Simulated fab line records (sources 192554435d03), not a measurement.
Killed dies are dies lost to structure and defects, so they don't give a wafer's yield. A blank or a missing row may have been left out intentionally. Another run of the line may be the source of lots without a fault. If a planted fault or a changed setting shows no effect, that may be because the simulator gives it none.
Which of the tools did it? ; flow n5Finfet ; 36 wafers from 12 lots sampled at 5 of the route's 1938 steps

WHAT EACH GAUGE READ, for each wafer
N5_FIN_CUT_CD_MEAS_08 targets a cd of 29.1 nm. Usual: cdNm at 29.10 nm, with a standard deviation of 0.25.
lot;measured;on;cdNm (nm);flag
L149;day 2 04:35;cdSem-01;29.22 29.47 29.23;
L150;day 2 09:05;cdSem-01;29.14 29.21 28.81;
L152;day 2 21:47;cdSem-03;29.60 28.82 28.75;
L153;day 3 05:15;cdSem-01;29.12 28.98 29.43;
L155;day 3 16:14;cdSem-03;29.41 29.45 29.04;
L157;day 4 03:46;cdSem-02;28.83 29.12 29.46;
L158;day 4 09:07;cdSem-02;28.84 29.01 29.25;
L159;day 4 15:18;cdSem-01;28.90 28.85 29.42;
L162;day 5 10:08;cdSem-02;28.57 28.50 29.08;
L163;day 5 18:01;cdSem-03;29.22 29.17 29.22;
L167;day 6 16:41;cdSem-02;28.79 28.70 29.54;
L168;day 6 22:14;cdSem-01;29.08 29.03 29.07;

N5_STI_FIN_REVEAL_FIN_H_MEAS_10. Usual: trenchDepthNm at 52.0 nm, with a standard deviation of 0.71.
lot;measured;on;trenchDepthNm (nm);flag
L149;day 2 15:53;ocd-01;51.4 51.0 51.2;
L150;day 2 19:46;ocd-01;52.5 52.3 53.0;
L152;day 3 08:07;ocd-01;52.3 52.6 52.3;
L153;day 3 16:53;ocd-02;52.4 50.8 51.4;
L155;day 4 02:04;ocd-02;52.4 52.0 52.2;
L157;day 4 13:29;ocd-02;51.1 51.3 51.8;
L158;day 4 18:51;ocd-02;52.1 52.3 52.0;
L159;day 5 03:19;ocd-01;51.7 51.7 51.3;
L162;day 5 21:01;ocd-01;54.8 54.7 52.2;
L163;day 6 04:14;ocd-01;53.4 52.5 51.7;
L167;day 7 02:58;ocd-01;51.4 52.3 53.2;
L168;day 7 07:57;ocd-02;51.3 52.7 51.8;

EACH LOT AND THE TOOL THAT RAN IT (in order: tool; ch and the chambers of the sampled wafers; start)
lot;N5_FIN_CUT_CUT_ETCH_28;N5_STI_FIN_REVEAL_ALD_14;N5_STI_FIN_REVEAL_RECESS_09
L149;rieSi-03 ch 0,1,2, day 2 05:23;aldSin-04 ch 0,1,3, day 2 06:50;vaporEtch-01 ch 0,1, day 2 12:40
L150;rieSi-01 ch 0,2,3, day 2 09:53;aldSin-01 ch 0,1,2, day 2 10:46;vaporEtch-01 ch 0,1, day 2 16:47
L152;rieSi-05 ch 0,3, day 2 22:35;aldSin-04 ch 2,3, day 2 22:55;vaporEtch-02 ch 0,1, day 3 05:56
L153;rieSi-01 ch 0,1,3, day 3 06:05;aldSin-04 ch 0,1,3, day 3 08:18;vaporEtch-02 ch 0,1, day 3 14:11
L155;rieSi-03 ch 1,3, day 3 17:10;aldSin-03 ch 1,3, day 3 17:29;vaporEtch-01 ch 0,1, day 3 23:22
L157;rieSi-03 ch 0,1,3, day 4 04:34;aldSin-01 ch 0,1,2, day 4 05:00;vaporEtch-02 ch 0,1, day 4 11:19
L158;rieSi-03 ch 0,1, day 4 09:55;aldSin-01 ch 0,1,2, day 4 10:16;vaporEtch-01 ch 0, day 4 16:08
L159;rieSi-01 ch 0,2, day 4 16:40;aldSin-03 ch 0,2,3, day 4 18:44;vaporEtch-02 ch 0,1, day 5 00:37
L162;rieSi-03 ch 0,3, day 5 11:53;aldSin-03 ch 0,1, day 5 12:24;vaporEtch-02 ch 0,1, day 5 18:18
L163;rieSi-01 ch 1,2,3, day 5 19:10;aldSin-04 ch 0,1,3, day 5 19:29;vaporEtch-01 ch 0,1, day 6 01:31
L167;rieSi-03 ch 0,1, day 6 17:31;aldSin-01 ch 2,3, day 6 17:55;vaporEtch-01 ch 0,1, day 7 00:46
L168;rieSi-05 ch 0,2,3, day 6 23:04;aldSin-04 ch 1,2,3, day 6 23:23;vaporEtch-01 ch 0,1, day 7 05:15
- N5_FIN_CUT_CUT_ETCH_28: etches Si in HBr/Cl2/O2, target depth 6 nm, time 2.4 s.
- N5_STI_FIN_REVEAL_ALD_14: deposits Si3N4, target thk 3 nm.
- N5_STI_FIN_REVEAL_RECESS_09: chemistry HF/NH3, target SiO2, afs cycles 11, target depth 42.5 nm, sublimation time 60 s.

WHAT THE TOOLS THEMSELVES READ (means of the sampled wafers that have a number; where no wafer has one, the mark that the record gives instead)
N5_FIN_CUT_CUT_ETCH_28. Usual: drypumpMotorCurrentA 5.8 A, standard deviation 0.44; oesProductAu 1.000 a.u., standard deviation 0.014; throttleValvePct 37.03 %, standard deviation 0.26.
lot;tool;drypumpMotorCurrentA (A);oesProductAu (a.u.);throttleValvePct (%);flag
L149;rieSi-03;6.0;0.995;37.13;
L150;rieSi-01;6.2;1.001;36.83;
L152;rieSi-05;5.7;0.996;37.14;
L153;rieSi-01;5.9;1.002;36.85;
L155;rieSi-03;5.8;1.007;36.78;
L157;rieSi-03;5.6;1.009;36.99;
L158;rieSi-03;5.6;1.002;37.18;
L159;rieSi-01;6.0;1.009;37.06;
L162;rieSi-03;5.4;1.008;37.22;
L163;rieSi-01;6.1;1.003;36.94;
L167;rieSi-03;5.6;1.001;37.18;
L168;rieSi-05;5.7;0.992;37.08;

N5_STI_FIN_REVEAL_ALD_14. Usual: heaterPowerW at 855 W, with a standard deviation of 95.
lot;tool;heaterPowerW (W);flag
L149;aldSin-04;824;
L150;aldSin-01;902;
L152;aldSin-04;849;
L153;aldSin-04;825;
L155;aldSin-03;911;
L157;aldSin-01;894;
L158;aldSin-01;896;
L159;aldSin-03;800;
L162;aldSin-03;878;
L163;aldSin-04;814;
L167;aldSin-01;898;
L168;aldSin-04;835;

N5_STI_FIN_REVEAL_RECESS_09. Usual: drypumpMotorCurrentA at 5.4 A, with a standard deviation of 0.32.
lot;tool;drypumpMotorCurrentA (A);flag
L149;vaporEtch-01;5.5;
L150;vaporEtch-01;5.3;
L152;vaporEtch-02;5.5;
L153;vaporEtch-02;5.5;
L155;vaporEtch-01;5.5;
L157;vaporEtch-02;5.2;
L158;vaporEtch-01;5.7;
L159;vaporEtch-02;5.2;
L162;vaporEtch-02;5.2;
L163;vaporEtch-01;5.5;
L167;vaporEtch-01;5.3;
L168;vaporEtch-01;5.5;

THE ANSWER, worked out from the rows above alone
Rule: take the mean of a lot's wafers that have a number; if it is more than 3 standard deviations from the usual mean, the lot is off. Also off: a lot with no number at a reading for which 4 or more lots have one. The other lots that the step has rows for count as sound. After the gauges, taken in route order, come the tools' own readings; for these a lot's mean is taken, as printed above. The first step at which some lot is off is used, and at that step the reading that is off furthest; a lot without a number counts as furthest.
None of the lots is off at any reading shown; this tells nothing.

WHAT HAD BEEN PUT IN BY THE SIMULATOR
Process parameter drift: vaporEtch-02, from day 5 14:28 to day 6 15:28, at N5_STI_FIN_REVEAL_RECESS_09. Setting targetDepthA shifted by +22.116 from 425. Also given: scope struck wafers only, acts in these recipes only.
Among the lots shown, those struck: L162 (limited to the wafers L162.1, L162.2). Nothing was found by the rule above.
